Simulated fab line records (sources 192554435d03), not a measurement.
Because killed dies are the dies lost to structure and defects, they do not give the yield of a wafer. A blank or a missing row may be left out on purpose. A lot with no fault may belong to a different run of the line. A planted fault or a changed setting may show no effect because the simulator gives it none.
Chamber matching || flow n5Finfet || 4 sister chambers for N5_GATE_CUT_CMP_43 on cmp-04
The step polishes SiO2. 24 wafers are shown with their chamber, then 12 later ones without.

== EACH WAFER AND ITS CHAMBER ==
{"wafer": "L077.1", "chamber": 1, "motorCurrentA (A)": 12.9}
{"wafer": "L077.3", "chamber": 0, "motorCurrentA (A)": 12.4}
{"wafer": "L077.4", "chamber": 3, "motorCurrentA (A)": 12.3}
{"wafer": "L081.2", "chamber": 1, "motorCurrentA (A)": 12.9}
{"wafer": "L081.3", "chamber": 0, "motorCurrentA (A)": 12.3}
{"wafer": "L081.4", "chamber": 2, "motorCurrentA (A)": 13.3}
{"wafer": "L082.4", "chamber": 2, "motorCurrentA (A)": 13.8}
{"wafer": "L082.5", "chamber": 1, "motorCurrentA (A)": 13.2}
{"wafer": "L082.6", "chamber": 2, "motorCurrentA (A)": 13.2}
{"wafer": "L083.2", "chamber": 0, "motorCurrentA (A)": 13.1}
{"wafer": "L083.5", "chamber": 1, "motorCurrentA (A)": 12.7}
{"wafer": "L083.6", "chamber": 0, "motorCurrentA (A)": 12.2}
{"wafer": "L085.2", "chamber": 3, "motorCurrentA (A)": 12.7}
{"wafer": "L085.3", "chamber": 0, "motorCurrentA (A)": 12.2}
{"wafer": "L085.6", "chamber": 3, "motorCurrentA (A)": 12.6}
{"wafer": "L087.3", "chamber": 1, "motorCurrentA (A)": 12.4}
{"wafer": "L087.4", "chamber": 2, "motorCurrentA (A)": 12.9}
{"wafer": "L087.6", "chamber": 1, "motorCurrentA (A)": 13.1}
{"wafer": "L088.1", "chamber": 3, "motorCurrentA (A)": 12.3}
{"wafer": "L088.2", "chamber": 2, "motorCurrentA (A)": 13.7}
{"wafer": "L088.4", "chamber": 0, "motorCurrentA (A)": 12.7}
{"wafer": "L089.1", "chamber": 1, "motorCurrentA (A)": 12.5}
{"wafer": "L089.4", "chamber": 3, "motorCurrentA (A)": 12.7}
{"wafer": "L089.6", "chamber": 2, "motorCurrentA (A)": 13.0}

SIGNATURES (means of the wafers above)
{"reading": "motorCurrentA", "chamber 0": 12.483, "chamber 1": 12.814, "chamber 2": 13.317, "chamber 3": 12.520, "scatter within a chamber": 0.316}
Rule: for each reading, subtract the chamber's mean from the wafer's reading, divide by that reading's scatter and square the result; add these up over the readings and take the root, which gives the wafer's distance from the chamber. The wafer belongs to the nearest chamber; if the next one is less than 2 further off, it can't be placed. The scatter: the root of (the sum of the squares of (reading less its chamber's mean) over the shown wafers, divided by (wafers less chambers)).

== WAFERS MISSING THEIR CHAMBER ==
{"wafer": "L091.1", "motorCurrentA (A)": 12.5}
{"wafer": "L091.2", "motorCurrentA (A)": 13.5}
{"wafer": "L091.3", "motorCurrentA (A)": 12.6}
{"wafer": "L094.2", "motorCurrentA (A)": 12.7}
{"wafer": "L094.5", "motorCurrentA (A)": 12.8}
{"wafer": "L094.6", "motorCurrentA (A)": 13.1}
{"wafer": "L096.1", "motorCurrentA (A)": 14.2}
{"wafer": "L096.2", "motorCurrentA (A)": 12.4}
{"wafer": "L096.3", "motorCurrentA (A)": 12.9}
{"wafer": "L097.1", "motorCurrentA (A)": 13.0}
{"wafer": "L097.2", "motorCurrentA (A)": 12.2}
{"wafer": "L097.5", "motorCurrentA (A)": 12.9}

== EACH ONE'S CHAMBER ==
{"wafer": "L091.1", "from the rows above": "can't be placed: 0 or 3 or 1", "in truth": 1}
{"wafer": "L091.2", "from the rows above": "can't be placed: 2 or 1", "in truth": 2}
{"wafer": "L091.3", "from the rows above": "can't be placed: 3 or 0 or 1", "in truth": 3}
{"wafer": "L094.2", "from the rows above": "can't be placed: 1 or 3 or 0 or 2", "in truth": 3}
{"wafer": "L094.5", "from the rows above": "can't be placed: 1 or 3 or 0 or 2", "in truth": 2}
{"wafer": "L094.6", "from the rows above": "can't be placed: 2 or 1 or 3 or 0", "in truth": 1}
{"wafer": "L096.1", "from the rows above": "can't be placed: 2 or 1", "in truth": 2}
{"wafer": "L096.2", "from the rows above": "can't be placed: 0 or 3 or 1", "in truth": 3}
{"wafer": "L096.3", "from the rows above": "can't be placed: 1 or 3 or 2 or 0", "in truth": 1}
{"wafer": "L097.1", "from the rows above": "can't be placed: 1 or 2 or 3 or 0", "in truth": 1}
{"wafer": "L097.2", "from the rows above": "can't be placed: 0 or 3 or 1", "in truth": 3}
{"wafer": "L097.5", "from the rows above": "can't be placed: 1 or 3 or 2 or 0", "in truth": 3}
0 of 12 placed correctly. Not placeable from these rows: 12 (in 12, the candidates include the true chamber). Placed wrongly: 0.
